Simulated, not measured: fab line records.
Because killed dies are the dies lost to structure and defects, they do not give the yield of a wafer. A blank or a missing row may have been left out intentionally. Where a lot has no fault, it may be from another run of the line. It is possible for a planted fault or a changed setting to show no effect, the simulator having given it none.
Split-lot experiment || flow n5_finfet || 21 wafers read across 7 lots, on a route 1938 steps long

== ON THE SPLIT ==
At N5_ZERO_LAYER_PECVD_02 (deposits SiO2 from SiH4/N2O, target thk 10 nm, time 6 s), the setting time_s was moved away from the recipe's 6 s on 4 of the 21 wafers read, by -5.5% to +14.7%. All remaining wafers had this setting at the recipe value.

Reading taken at the split's own step.

== THE READING ==
SiO2_of_ZERO_LAYER_PECVD_02.thk_nm (the simulator's own value, which no gauge read), in nm, at N5_ZERO_LAYER_PECVD_02 (deposits SiO2 from SiH4/N2O, target thk 10 nm, time 6 s). There is no usual value for it anywhere in the file. Across the 17 wafers here that went through the recipe, the average is 9.943 nm and the standard deviation 0.19 nm.

{"wafer": "L075.4", "tool, chamber at the split": "pecvd-01, 0", "time_s as run, s": 6, "against the recipe": "recipe", "SiO2_of_ZERO_LAYER_PECVD_02.thk_nm, nm": 10.17, "against lot-mates on the recipe": "-"}
{"wafer": "L075.5", "tool, chamber at the split": "pecvd-01, 0", "time_s as run, s": 6, "against the recipe": "recipe", "SiO2_of_ZERO_LAYER_PECVD_02.thk_nm, nm": 10.05, "against lot-mates on the recipe": "-"}
{"wafer": "L075.6", "tool, chamber at the split": "pecvd-01, 1", "time_s as run, s": 6, "against the recipe": "recipe", "SiO2_of_ZERO_LAYER_PECVD_02.thk_nm, nm": 10.02, "against lot-mates on the recipe": "-"}
{"wafer": "L076.2", "tool, chamber at the split": "pecvd-01, 1", "time_s as run, s": 6, "against the recipe": "recipe", "SiO2_of_ZERO_LAYER_PECVD_02.thk_nm, nm": 9.655, "against lot-mates on the recipe": "-"}
{"wafer": "L076.3", "tool, chamber at the split": "pecvd-01, 0", "time_s as run, s": 6, "against the recipe": "recipe", "SiO2_of_ZERO_LAYER_PECVD_02.thk_nm, nm": 9.817, "against lot-mates on the recipe": "-"}
{"wafer": "L076.5", "tool, chamber at the split": "pecvd-01, 1", "time_s as run, s": 6, "against the recipe": "recipe", "SiO2_of_ZERO_LAYER_PECVD_02.thk_nm, nm": 9.822, "against lot-mates on the recipe": "-"}
{"wafer": "L077.2", "tool, chamber at the split": "pecvd-02, 0", "time_s as run, s": 6, "against the recipe": "recipe", "SiO2_of_ZERO_LAYER_PECVD_02.thk_nm, nm": 9.792, "against lot-mates on the recipe": "-"}
{"wafer": "L077.3", "tool, chamber at the split": "pecvd-02, 1", "time_s as run, s": 6, "against the recipe": "recipe", "SiO2_of_ZERO_LAYER_PECVD_02.thk_nm, nm": 9.65, "against lot-mates on the recipe": "-"}
{"wafer": "L077.6", "tool, chamber at the split": "pecvd-02, 0", "time_s as run, s": 6, "against the recipe": "recipe", "SiO2_of_ZERO_LAYER_PECVD_02.thk_nm, nm": 10.13, "against lot-mates on the recipe": "-"}
{"wafer": "L080.2", "tool, chamber at the split": "pecvd-03, 2", "time_s as run, s": 6, "against the recipe": "recipe", "SiO2_of_ZERO_LAYER_PECVD_02.thk_nm, nm": 10.03, "against lot-mates on the recipe": "-"}
{"wafer": "L080.3", "tool, chamber at the split": "pecvd-03, 1", "time_s as run, s": 6, "against the recipe": "recipe", "SiO2_of_ZERO_LAYER_PECVD_02.thk_nm, nm": 9.942, "against lot-mates on the recipe": "-"}
{"wafer": "L080.5", "tool, chamber at the split": "pecvd-03, 2", "time_s as run, s": 6.884, "against the recipe": "+14.7%", "SiO2_of_ZERO_LAYER_PECVD_02.thk_nm, nm": 11.75, "against lot-mates on the recipe": "+1.764"}
{"wafer": "L087.1", "tool, chamber at the split": "pecvd-03, 0", "time_s as run, s": 6, "against the recipe": "recipe", "SiO2_of_ZERO_LAYER_PECVD_02.thk_nm, nm": 9.897, "against lot-mates on the recipe": "-"}
{"wafer": "L087.3", "tool, chamber at the split": "pecvd-03, 2", "time_s as run, s": 6, "against the recipe": "recipe", "SiO2_of_ZERO_LAYER_PECVD_02.thk_nm, nm": 9.7, "against lot-mates on the recipe": "-"}
{"wafer": "L087.4", "tool, chamber at the split": "pecvd-03, 2", "time_s as run, s": 6, "against the recipe": "recipe", "SiO2_of_ZERO_LAYER_PECVD_02.thk_nm, nm": 9.951, "against lot-mates on the recipe": "-"}
{"wafer": "L092.4", "tool, chamber at the split": "pecvd-02, 1", "time_s as run, s": 6.251, "against the recipe": "+4.2%", "SiO2_of_ZERO_LAYER_PECVD_02.thk_nm, nm": 10.52, "against lot-mates on the recipe": "+0.275"}
{"wafer": "L092.5", "tool, chamber at the split": "pecvd-02, 0", "time_s as run, s": 6, "against the recipe": "recipe", "SiO2_of_ZERO_LAYER_PECVD_02.thk_nm, nm": 10.16, "against lot-mates on the recipe": "-"}
{"wafer": "L092.6", "tool, chamber at the split": "pecvd-02, 2", "time_s as run, s": 6, "against the recipe": "recipe", "SiO2_of_ZERO_LAYER_PECVD_02.thk_nm, nm": 10.33, "against lot-mates on the recipe": "-"}
{"wafer": "L097.1", "tool, chamber at the split": "pecvd-03, 2", "time_s as run, s": 5.67, "against the recipe": "-5.5%", "SiO2_of_ZERO_LAYER_PECVD_02.thk_nm, nm": 9.174, "against lot-mates on the recipe": -0.747}
{"wafer": "L097.4", "tool, chamber at the split": "pecvd-03, 0", "time_s as run, s": 5.67, "against the recipe": "-5.5%", "SiO2_of_ZERO_LAYER_PECVD_02.thk_nm, nm": 9.371, "against lot-mates on the recipe": -0.550}
{"wafer": "L097.6", "tool, chamber at the split": "pecvd-03, 0", "time_s as run, s": 6, "against the recipe": "recipe", "SiO2_of_ZERO_LAYER_PECVD_02.thk_nm, nm": 9.921, "against lot-mates on the recipe": "-"}

FIT RESULTS
A straight line over all 21 wafers: SiO2_of_ZERO_LAYER_PECVD_02.thk_nm changes by +0.123 nm for each +1% of time_s; r = +0.94; the points scatter about the line by 0.18 nm.
The same after taking each lot's own level away (the mean of its wafers on the recipe; 21 wafers): +0.116 nm for each +1%; r = +0.97; scatter 0.12 nm.
Per that fit: largest time_s move, reading shift of 1.7 nm.
From 9.7647 to 10.2450 nm: that is the span of the lots' own levels, equal to 2.6 times the standard deviation above.
The two slopes are in agreement: the lot-to-lot level therefore moves the slope only a little.
Check: +1.53 nm against its lot-mates is what the line predicts for one of the wafers moved furthest among these (+14.7%) when that wafer is left out of the fit. It came out at +1.76 nm against them.

== FILE'S OWN FIT ==
SiO2_of_ZERO_LAYER_PECVD_02.thk_nm changes by +0.116 nm for each +1% of time_s, r = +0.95.
